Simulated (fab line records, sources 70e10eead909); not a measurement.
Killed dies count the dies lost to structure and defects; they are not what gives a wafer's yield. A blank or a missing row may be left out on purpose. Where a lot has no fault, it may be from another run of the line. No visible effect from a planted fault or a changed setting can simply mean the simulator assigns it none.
Matching of chambers || flow nandHarc || NHARC_A_CONTACT_ETCH_75 on rieDiel-09 has 4 sister chambers
The step etches the open film in CF4, target depth 39 nm, time 65 s. 4 wafers are shown with their chamber, then 11 later ones without.

EACH WAFER AND ITS CHAMBER
{"wafer": "L085.3", "chamber": 3, "showerheadPlenumPTorr (Torr)": 1.76}
{"wafer": "L085.4", "chamber": 1, "showerheadPlenumPTorr (Torr)": 1.74}
{"wafer": "L085.6", "chamber": 0, "showerheadPlenumPTorr (Torr)": 1.85}
{"wafer": "L086.4", "chamber": 2, "showerheadPlenumPTorr (Torr)": 1.90}

WAFERS WITH NO CHAMBER GIVEN
{"wafer": "L086.5", "showerheadPlenumPTorr (Torr)": 1.90}
{"wafer": "L086.6", "showerheadPlenumPTorr (Torr)": 1.75}
{"wafer": "L092.1", "showerheadPlenumPTorr (Torr)": 1.75}
{"wafer": "L092.2", "showerheadPlenumPTorr (Torr)": 1.84}
{"wafer": "L092.3", "showerheadPlenumPTorr (Torr)": 1.89}
{"wafer": "L092.4", "showerheadPlenumPTorr (Torr)": 1.73}
{"wafer": "L092.5", "showerheadPlenumPTorr (Torr)": 1.89}
{"wafer": "L092.6", "showerheadPlenumPTorr (Torr)": 1.73}
{"wafer": "L096.4", "showerheadPlenumPTorr (Torr)": 1.88}
{"wafer": "L096.5", "showerheadPlenumPTorr (Torr)": 1.88}
{"wafer": "L096.6", "showerheadPlenumPTorr (Torr)": 1.73}

EACH ONE'S CHAMBER
{"wafer": "L086.5", "from the rows above": 2, "in truth": 2}
{"wafer": "L086.6", "from the rows above": "can't be placed: 1 or 3", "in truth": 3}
{"wafer": "L092.1", "from the rows above": "can't be placed: 1 or 3", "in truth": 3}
{"wafer": "L092.2", "from the rows above": 0, "in truth": 0}
{"wafer": "L092.3", "from the rows above": 2, "in truth": 2}
{"wafer": "L092.4", "from the rows above": "can't be placed: 1 or 3", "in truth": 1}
{"wafer": "L092.5", "from the rows above": 2, "in truth": 2}
{"wafer": "L092.6", "from the rows above": "can't be placed: 1 or 3", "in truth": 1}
{"wafer": "L096.4", "from the rows above": "can't be placed: 2 or 0", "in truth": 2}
{"wafer": "L096.5", "from the rows above": "can't be placed: 2 or 0", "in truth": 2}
{"wafer": "L096.6", "from the rows above": "can't be placed: 1 or 3", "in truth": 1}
Correct placement for 4 of the 11. Unplaceable from these rows: 7, with the true chamber sitting among the candidates in 7. Placed wrongly: 0.
How it was worked out, from the rows above alone: a wafer's distance from a chamber is the root of the sum, over the readings, of the square of ((its reading less the chamber's mean) divided by the reading's scatter). The wafer belongs to the nearest chamber; if the next one is less than 2 further off, it can't be placed. Each chamber's mean is taken over the wafers shown for it. The scatter (one wafer shown for each chamber): square how far every hidden wafer sits from the nearest shown wafer, average those squares and take the square root.
